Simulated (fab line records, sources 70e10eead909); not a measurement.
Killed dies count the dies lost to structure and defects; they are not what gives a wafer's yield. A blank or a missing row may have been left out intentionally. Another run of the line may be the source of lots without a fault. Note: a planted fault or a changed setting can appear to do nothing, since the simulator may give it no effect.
fab line records	flow nand-harc
record: lots: 11	wafers: 33	last-day: 33
route steps=1302 shown P_GATE@138 END@1302
lots untouched by any fault: they come from a run of this same line in which no faults occurred
start-h: start of the lot's first displayed wafer, in hours after the record's first day	wait-h: hours from the lot's prior step to this one	" the same as in the row above	L1.1+2: one row covering several wafers at once	- no value, or no start was given	* or withheld: withheld	< > ~ a bound
route shown NAME@n: NAME is a module with steps in the file, n the number in the route of the first one	usual: average and standard deviation across the fault-free wafers	same: alike in all rows	chamber/n: place in a boat	sites: each site's reading	_std_site: the standard deviation of these	_edge_site: the outer-site mean with the inner-site mean subtracted	radius-mm: how far each site lies from the wafer's centre	mask NAME#n: copy n	behind: the last tool/chamber to shape the wafer	hold: why the lot went on hold/how many hours it stayed there/how the hold came to an end	device: transistor that didn't switch, given as n, p or np	end of line: the same wafers' tests at the end of the route	step lacking rows: just its recipe	killed: at the first sort, the dies lost to defects and structure; wafer yield is something else	map: shows each die of a wafer: x if killed, . if not, _ if none is there
set.NAME: the setting that was run; set.NAME@STEP: the one run at that earlier step	model.NAME: the simulator's own value behind a step, which no gauge read
a sample of lots followed through the steps of the route, with each step as a table and each wafer as a row
services: the hour from which a tool's chamber was out of use, counted from the record's first day as start-h (under 0 if before that day), plus the number of hours and why
== steps ==
step: NHARC_P_GATE_EXPOSE_23
recipe: na: 1.35	target-cd-nm: 120	dose-mj: 93.91	mask-id: P_GATE
usual: stage-vel-mm-s: 499.99/0.26
lot.wafer	tool	chamber	start-h	wait-h	mask	stage-vel-mm-s
L261.1	arfi-scanner-02	0	92.53	-	P_GATE#0	499.79
L261.3	"	0	"	"	P_GATE#0	500.12
L261.5	"	0	"	"	P_GATE#0	500.17
L262.2	arfi-scanner-01	0	107.21	-	P_GATE#0	500.02
L262.3	"	0	"	"	P_GATE#0	500.06
L262.4	"	0	"	"	P_GATE#0	500.18
L263.1	arfi-scanner-03	0	114.40	-	P_GATE#0	499.68
L263.3	"	0	"	"	P_GATE#0	499.77
L263.4	"	0	"	"	P_GATE#0	499.97
L265.1	arfi-scanner-03	0	136.60	-	P_GATE_R1#0	499.80
L265.2	"	0	"	"	P_GATE_R1#0	500.25
L265.3	"	0	"	"	P_GATE_R1#0	500.04
L275.1	arfi-scanner-02	0	242.40	-	P_GATE#0	499.72
L275.2	"	0	"	"	P_GATE#0	500.09
L275.3	"	0	"	"	P_GATE#0	500.19
L276.1	arfi-scanner-01	0	247.51	-	P_GATE#0	499.95
L276.4	"	0	"	"	P_GATE#0	499.57
L276.6	"	0	"	"	P_GATE#0	499.66
L278.2	arfi-scanner-03	0	269.29	-	P_GATE#0	500.39
L278.5	"	0	"	"	P_GATE#0	500.05
L278.6	"	0	"	"	P_GATE#0	500.03
L279.1	arfi-scanner-03	0	278.71	-	P_GATE#0	499.88
L279.3	"	0	"	"	P_GATE#0	499.75
L279.6	"	0	"	"	P_GATE#0	500.13
L280.3	arfi-scanner-03	0	290.59	-	P_GATE#0	499.72
L280.4	"	0	"	"	P_GATE#0	499.96
L280.5	"	0	"	"	P_GATE#0	500.45
L282.1	arfi-scanner-02	0	308.14	-	P_GATE#0	500.08
L282.2	"	0	"	"	P_GATE#0	500.45
L282.3	"	0	"	"	P_GATE#0	500.06
L284.1	arfi-scanner-03	0	328.40	-	P_GATE#0	499.63
L284.4	"	0	"	"	P_GATE#0	500.11
L284.5	"	0	"	"	P_GATE#0	499.38
step: NHARC_P_GATE_CD_MEAS_26
recipe: target-cd-nm: 120	landing-energy-ev: 500
usual: cd-nm: 120.4/0.79
lot.wafer	tool	chamber	start-h	wait-h	cd-nm
L261.1	cd-sem-01	0	92.67	-	118.9
L261.3	"	0	"	"	119.9
L261.5	"	0	"	"	120.8
L262.2	cd-sem-02	0	107.35	-	120.1
L262.3	"	0	"	"	120.5
L262.4	"	0	"	"	121.2
L263.1	cd-sem-03	0	114.54	-	120.3
L263.3	"	0	"	"	120.3
L263.4	"	0	"	"	120.1
L265.1	cd-sem-02	0	136.74	-	111.3
L265.2	"	0	"	"	112.5
L265.3	"	0	"	"	111.1
L275.1	cd-sem-02	0	242.54	-	120.7
L275.2	"	0	"	"	121.4
L275.3	"	0	"	"	122.7
L276.1	cd-sem-01	0	247.65	-	120.4
L276.4	"	0	"	"	119.7
L276.6	"	0	"	"	121.0
L278.2	cd-sem-03	0	269.43	-	119.8
L278.5	"	0	"	"	120.0
L278.6	"	0	"	"	120.1
L279.1	cd-sem-03	0	278.85	-	119.3
L279.3	"	0	"	"	120.7
L279.6	"	0	"	"	120.4
L280.3	cd-sem-03	0	290.72	-	119.6
L280.4	"	0	"	"	120.2
L280.5	"	0	"	"	121.1
L282.1	cd-sem-02	0	308.29	-	120.7
L282.2	"	0	"	"	120.4
L282.3	"	0	"	"	120.0
L284.1	cd-sem-01	0	328.54	-	120.7
L284.4	"	0	"	"	121.0
L284.5	"	0	"	"	121.3
step: NHARC_P_GATE_ETCH_114
recipe: target-depth-a: 300	overetch-a: 30	time-s: 16.5	ion-energy-ev: 100	cf4-flow-sccm: 80	o2-flow-sccm: 20	ar-flow-sccm: 0	rf-w: 300	bias-w: 100	chemistry: CF4/O2
usual: drypump-motor-current-A: 5.7/0.54	oes_f_703_au: 0.999/0.0047	oes-product-au: 0.997/0.014	rf-vpp-V: 197.9/1.3	showerhead-plenum-p-Torr: 1.34/0.044	throttle-valve-pct: 13.398/0.0088
lot.wafer	tool	chamber	start-h	wait-h	drypump-motor-current-A	oes_f_703_au	oes-product-au	rf-hours-counter-h	rf-vpp-V	showerhead-plenum-p-Torr	throttle-valve-pct
L261.3	rie-diel-03	0	-	-	4.8	0.998	0.998	9.7	198.8	1.39	13.416
L261.1	"	1	"	"	5.0	1.001	1.003	9.3	201.1	1.44	13.397
L261.5	"	1	"	"	5.0	0.995	1.008	-	200.6	1.44	13.411
L262.3	rie-diel-05	0	-	-	5.5	0.994	1.003	2.0	196.8	1.28	13.394
L262.4	"	1	"	"	6.3	1.002	0.990	1.9	197.5	1.35	13.402
L262.2	"	2	"	"	5.7	1.006	1.004	1.6	196.5	1.32	13.404
L263.1	rie-diel-05	0	-	-	5.5	0.997	1.002	2.2	196.3	1.28	13.393
L263.4	"	1	"	"	6.3	1.003	0.995	2.1	196.9	1.35	13.413
L263.3	"	2	"	"	5.6	0.997	1.012	1.8	198.2	1.32	13.407
L265.2	rie-diel-08	2	-	-	5.6	0.992	0.973	4.5	198.3	1.33	13.413
L265.3	"	3	"	"	5.9	1.004	0.992	6.5	198.7	1.34	13.390
L265.1	"	0	"	"	5.8	0.991	0.992	6.8	197.0	1.31	13.398
L275.2	rie-diel-05	1	-	-	6.3	1.000	1.000	0.1	197.9	1.35	13.405
L275.3	"	3	"	"	5.3	1.003	0.980	0.0	197.1	1.33	13.390
L275.1	"	0	"	"	5.5	1.002	0.976	0.1	197.2	1.28	13.398
L276.4	rie-diel-03	3	-	-	6.7	1.009	1.018	6.0	199.2	1.40	13.401
L276.1	"	0	"	"	4.8	1.005	1.004	6.4	198.2	1.39	13.398
L276.6	"	3	"	"	6.7	0.997	1.017	-	199.0	1.40	13.396
L278.2	rie-diel-03	1	-	-	5.0	1.005	1.010	7.4	199.7	1.44	13.386
L278.6	"	0	"	"	4.8	0.995	1.008	-	197.5	1.39	13.401
L278.5	"	1	"	"	5.0	1.002	1.008	-	200.2	1.44	13.401
L279.1	rie-diel-05	0	-	-	5.6	0.993	0.989	1.5	196.8	1.28	13.396
L279.3	"	1	"	"	6.4	1.002	1.016	2.0	198.9	1.35	13.404
L279.6	"	0	"	"	5.5	0.996	0.986	-	196.2	1.28	13.401
L280.3	rie-diel-05	2	-	-	5.7	0.996	1.017	2.9	196.0	1.32	13.392
L280.4	"	3	"	"	5.4	0.994	0.985	2.4	197.5	1.32	13.395
L280.5	"	3	"	"	5.4	0.993	0.989	-	198.5	1.32	13.397
L282.2	rie-diel-08	3	-	-	5.9	0.999	0.975	4.9	196.8	1.34	13.410
L282.1	"	0	"	"	5.8	0.997	0.977	5.9	196.5	1.30	13.390
L282.3	"	2	"	"	5.6	1.005	0.986	5.5	197.6	1.33	13.400
L284.1	rie-diel-08	3	-	-	5.9	0.998	0.977	5.9	198.0	1.34	13.388
L284.4	"	2	"	"	5.6	0.994	0.995	6.5	196.7	1.33	13.405
L284.5	"	0	"	"	5.8	1.003	0.972	-	198.3	1.30	13.393
step: NHARC_P_GATE_ETCH_32
recipe: target-depth-a: 1500	over-etch-frac: 1	over-etch-ion-energy-ev: 40	time-s: 100.1	hbr-flow-sccm: 150	cl2-flow-sccm: 50	rf-w: 400	icp-w: 400	bias-w: 100	chemistry: HBr/Cl2
usual: drypump-motor-current-A: 5.5/0.41	oes-product-au: 1.005/0.011	throttle-valve-pct: 26.406/0.0081
lot.wafer	tool	chamber	start-h	wait-h	drypump-motor-current-A	oes-product-au	rf-hours-counter-h	throttle-valve-pct
L261.1	rie-si-06	0	93.32	-	5.7	0.997	0.14	26.395
L261.3	"	2	"	"	4.8	1.000	0.08	26.417
L261.5	"	1	"	"	5.8	1.001	-	26.412
L262.3	rie-si-06	0	107.99	-	5.7	0.992	0.25	26.409
L262.4	"	2	"	"	4.8	1.011	0.16	26.403
L262.2	"	3	"	"	5.7	1.022	0.16	26.408
L263.3	rie-si-01	1	115.20	-	4.9	1.021	0.46	26.423
L263.1	"	2	"	"	5.4	0.996	0.61	26.401
L263.4	"	3	"	"	6.0	1.012	0.70	26.402
L265.1	rie-si-02	1	137.38	-	6.2	0.990	0.07	26.405
L265.3	"	2	"	"	5.5	1.018	0.09	26.406
L265.2	"	3	"	"	5.5	1.008	0.10	26.412
L275.1	rie-si-01	0	243.19	-	5.2	0.998	0.16	26.417
L275.2	"	1	"	"	4.9	1.000	0.12	26.409
L275.3	"	2	"	"	5.4	1.017	0.12	26.410
L276.4	rie-si-01	0	248.30	-	5.2	1.005	0.29	26.399
L276.1	"	1	"	"	4.8	0.997	0.23	26.408
L276.6	"	0	"	"	5.2	1.000	-	26.405
L278.2	rie-si-01	1	270.10	-	4.9	1.003	0.35	26.409
L278.5	"	3	"	"	6.0	0.988	-	26.390
L278.6	"	0	"	"	5.2	1.003	-	26.398
L279.3	rie-si-01	2	279.51	-	5.4	1.027	0.32	26.401
L279.1	"	3	"	"	6.0	0.999	0.45	26.412
L279.6	"	2	"	"	5.4	1.022	-	26.425
L280.4	rie-si-02	3	291.40	-	5.5	0.999	0.05	26.407
L280.3	"	0	"	"	5.2	1.003	0.03	26.416
L280.5	"	1	"	"	6.2	0.996	-	26.404
L282.2	rie-si-01	1	308.95	-	4.8	1.019	0.54	26.422
L282.1	"	2	"	"	5.4	1.021	0.48	26.420
L282.3	"	3	"	"	6.0	0.988	0.67	26.411
L284.1	rie-si-02	0	329.19	-	5.2	1.004	0.30	26.408
L284.4	"	3	"	"	5.5	0.989	0.30	26.420
L284.5	"	1	"	"	6.2	1.006	-	26.393
step: NHARC_P_GATE_ALD_36
recipe: target-thk-a: 200	pulse-time-s: 60	ald-cycles: 223	temp-c: 400	material: SiNx
usual: heater-power-w: 798/77	precursor-pulse-height-rel: 0.997/0.02
lot.wafer	tool	chamber	start-h	wait-h	heater-power-w	precursor-pulse-height-rel
L261.1	ald-sin-02	0	94.19	-	770	1.003
L261.3	"	1	95.27	-	698	0.989
L261.5	"	1	99.56	-	695	0.998
L262.3	ald-sin-04	0	108.78	-	871	0.994
L262.4	"	1	109.85	-	890	0.977
L262.2	"	2	110.92	-	817	1.018
L263.1	ald-sin-01	1	117.37	-	778	0.979
L263.3	"	2	118.77	-	794	0.983
L263.4	"	3	120.18	-	776	1.029
L265.2	ald-sin-04	2	138.18	-	837	0.973
L265.3	"	3	139.26	-	754	0.985
L265.1	"	1	141.43	-	879	1.023
L275.3	ald-sin-01	3	243.98	-	764	0.982
L275.2	"	1	245.37	-	775	1.000
L275.1	"	2	246.77	-	780	1.000
L276.4	ald-sin-02	2	251.20	-	695	1.013
L276.1	"	3	252.26	-	750	0.974
L276.6	"	0	253.31	-	757	0.997
L278.2	ald-sin-01	0	271.94	-	988	1.007
L278.5	"	3	275.12	-	774	0.978
L278.6	"	0	276.18	-	994	0.973
L279.3	ald-sin-02	3	281.70	-	750	0.980
L279.1	"	1	283.11	-	720	1.021
L279.6	"	3	285.92	-	758	0.979
L280.3	ald-sin-04	2	292.16	-	806	0.992
L280.4	"	0	294.26	-	819	1.037
L280.5	"	3	297.42	-	772	1.009
L282.2	ald-sin-02	2	309.76	-	694	0.998
L282.3	"	0	311.90	-	786	0.981
L282.1	"	1	312.97	-	736	0.985
L284.1	ald-sin-01	1	331.02	-	793	1.013
L284.4	"	2	332.07	-	771	0.963
L284.5	"	1	335.20	-	780	0.982
step: NHARC_END_SORT_01
recipe: temp-c: 25
usual: killed-at-array: 56/20	killed-at-other: 0.9/1.1	killed-at-periphery: 3.7/3	killed-dies: 61/21	killed-open: 2.9/1.6	killed-short: 2.6/1.4
same: gross-dies: 677
lot.wafer	tool	chamber	start-h	wait-h	killed-at-array	killed-at-other	killed-at-periphery	killed-dies	killed-open	killed-short
L265.2	prober-01	0	597.06	2.8	77	0	4	81	4	4
killed by level:class
L265.2 A_CHANNEL_HOLE_D2:chamber-film-flake=35 A_SLIT:chamber-film-flake=24 A_CHANNEL_HOLE_D1:chamber-film-flake=4 A_CONTACT:chamber-film-flake=3 A_STAIRCASE:chamber-film-flake=3 A_M0:geometric-particle:open=2 P_CONTACT:geometric-particle:short=1 P_M2:geometric-particle:open=1
== services ==
tool	chamber	start-h	hours	kind
rie-diel-08	0	80.41	5.8	repair
rie-diel-03	2	83.60	3.6	repair
ald-sin-04	-	84.01	10.0	pm
ald-sin-02	0	89.43	3.7	repair
ald-sin-01	1	94.48	5.7	repair
rie-si-02	-	100.00	9.0	pm
rie-diel-03	-	104.97	9.0	pm
rie-diel-08	2	109.12	13.6	repair
ald-sin-01	0	110.29	17.4	repair
rie-diel-05	2	118.33	6.6	repair
ald-sin-04	2	121.19	12.6	repair
rie-diel-05	0	132.21	8.8	repair
arfi-scanner-03	-	137.47	4.0	pm
arfi-scanner-03	-	146.29	8.9	repair
rie-diel-05	-	189.25	0.5	repair
rie-si-01	-	193.00	9.0	pm
ald-sin-02	3	227.87	3.1	repair
rie-diel-05	-	229.96	9.0	pm
ald-sin-01	0	240.62	5.1	repair
ald-sin-01	-	263.06	1.0	repair
ald-sin-01	1	265.18	3.6	repair
ald-sin-02	0	275.80	7.8	repair
arfi-scanner-03	-	309.47	4.0	pm
rie-diel-05	0	317.44	1.7	repair
== key ==
first-sign: step: NHARC_P_GATE_EXPOSE_23	reading: mask	direction: changed
effect: step: NHARC_P_GATE_CD_MEAS_26	reading: cd-nm	direction: down	sigmas: 11	usual: 120.4	struck: 111.6
met-at NHARC_P_GATE_EXPOSE_23
struck-lots L265
tester-left-out L265
not-acting-at NHARC_P_GATE_ETCH_114,NHARC_P_GATE_ETCH_32,NHARC_P_GATE_ALD_36
onset-between 114.40 136.60
fault: kind: wrong-mask	tool: any	chamber: -	onset-h: 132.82	steps: NHARC_P_GATE_EXPOSE_23	aux-copy: P_GATE_R1#0	cd-offset-nm: -9.2352	scope: struck-lots-only
tester-left-out: of these lots the tester's yield and bins aren't shown, on N5 and GAA mostly nor the transistor test; their killed dies are dies lost to structure and defects alone, not to doping, threshold or leakage, so they don't give the yield
